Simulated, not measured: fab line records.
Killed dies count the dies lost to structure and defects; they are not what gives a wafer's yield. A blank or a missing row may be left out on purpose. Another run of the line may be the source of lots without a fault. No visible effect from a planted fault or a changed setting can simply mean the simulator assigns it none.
3 desks, one fault + flow nand-harc + each desk has only its own numbers; what lay behind them comes last

## THE DEFECT DESK
Inspection counts along the route, by lot: the mean over sampled wafers that carry a number. If a lot's mean is further than 4 standard deviations from the usual mean, the lot is out of limits and carries the mark OUT (the distance appears in the brackets).
Columns: A = raw-defect-count at NHARC_A_DECK1_JOINT_INSPECT_05, usual 281
| lot  | first seen here | A   |
|------|-----------------|-----|
| L765 | day 12 05:55    | 161 |
| L766 | day 12 23:07    | 331 |
| L767 | day 13 11:58    | 311 |
| L771 | day 15 03:49    | 289 |
| L772 | day 15 14:30    | 257 |
| L773 | day 16 00:53    | 294 |
| L780 | day 18 16:56    | 357 |
| L782 | day 19 05:32    | 249 |
| L784 | day 20 10:44    | 164 |
| L786 | day 21 07:32    | 380 |
| L787 | day 21 22:27    | 388 |
| L788 | day 21 22:34    | 221 |
This desk found nothing out of limits on any of the 12 lots.

## METROLOGY DESK
What the gauges read, lot by lot, whatever tool the lot ran on: means of the sampled wafers that have a number. If a lot's mean is further than 4 standard deviations from the usual mean, the lot is out of limits and carries the mark OUT (the distance appears in the brackets).
Columns: A = thk-nm at NHARC_A_ONON_D2_THK_MEAS_30, usual 1002 nm; B = overlay-x-nm at NHARC_A_CHANNEL_HOLE_D2_OVL_MEAS_11, usual -0.2 nm; C = overlay-y-nm at NHARC_A_CHANNEL_HOLE_D2_OVL_MEAS_11, usual -0.2 nm
| lot  | first seen here | A               | B    | C    |
|------|-----------------|-----------------|------|------|
| L765 | day 12 18:28    | 1000            | -0.7 | -0.6 |
| L766 | day 13 11:35    | 1003            | -0.3 | -0.1 |
| L767 | day 14 02:45    | 1006            | 1.0  | -0.2 |
| L771 | day 15 16:17    | 1012            | -1.0 | 0.1  |
| L772 | day 16 03:21    | 994             | 0.0  | -1.2 |
| L773 | day 16 13:26    | 1004            | -0.7 | -0.8 |
| L780 | day 19 05:47    | 1042 (+4.2) OUT | -    | -    |
| L782 | day 19 18:04    | 1017            | -0.2 | -1.4 |
| L784 | day 21 01:07    | 1009            | -0.7 | -0.8 |
| L786 | day 21 20:40    | 982             | -0.3 | 0.1  |
| L788 | day 22 11:31    | 1007            | 0.1  | 0.9  |
| L787 | day 22 11:31    | 991             | -1.1 | -0.3 |
Finding of this desk: L780 out of limits; the first was L780 at day 19 05:47, on thk-nm at NHARC_A_ONON_D2_THK_MEAS_30. L765, L766, L767, L771, L772, L773, L782, L784, L786, L788, L787: within limits.

## FOR THE TOOL OWNER'S DESK: pecvd-onon-04
The tool's own readings at NHARC_A_ONON_D2_DEP_28 (target thk 1000 nm): means of the sampled wafers that have a number, for each lot that ran on this tool. If a lot's mean is further than 4 standard deviations from the usual mean, the lot is out of limits and carries the mark OUT (the distance appears in the brackets).
Columns: A = nh3-flow-sccm at NHARC_A_ONON_D2_DEP_28, usual 500.2 sccm
| lot  | first seen here | A     |
|------|-----------------|-------|
| L773 | day 16 12:56    | 500.7 |
| L780 | day 19 05:27    | 500.5 |
| L782 | day 19 17:36    | 502.9 |
| L788 | day 22 11:00    | 499.7 |
This desk found nothing out of limits on any of the 4 lots.

## BROUGHT TOGETHER
The metrology desk could have raised an alarm at day 19 05:47, on L780.
Nothing the defect desk looked at was out of limits.
The desk of the tool owner found nothing out of limits.
The defect desk has L780 on record, within its limits.
Tool owner's desk: L780 on record, inside its limits.
The lots listed all ran NHARC_A_ONON_D2_DEP_28 on pecvd-onon-04.

## WHAT WAS PUT IN BY THE SIMULATOR
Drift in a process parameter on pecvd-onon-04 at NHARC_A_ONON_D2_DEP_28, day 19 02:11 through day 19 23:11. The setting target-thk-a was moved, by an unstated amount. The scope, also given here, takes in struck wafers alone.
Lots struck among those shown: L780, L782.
Hours from the fault's start to each desk's first reading out of limits: the metrology desk, 4.
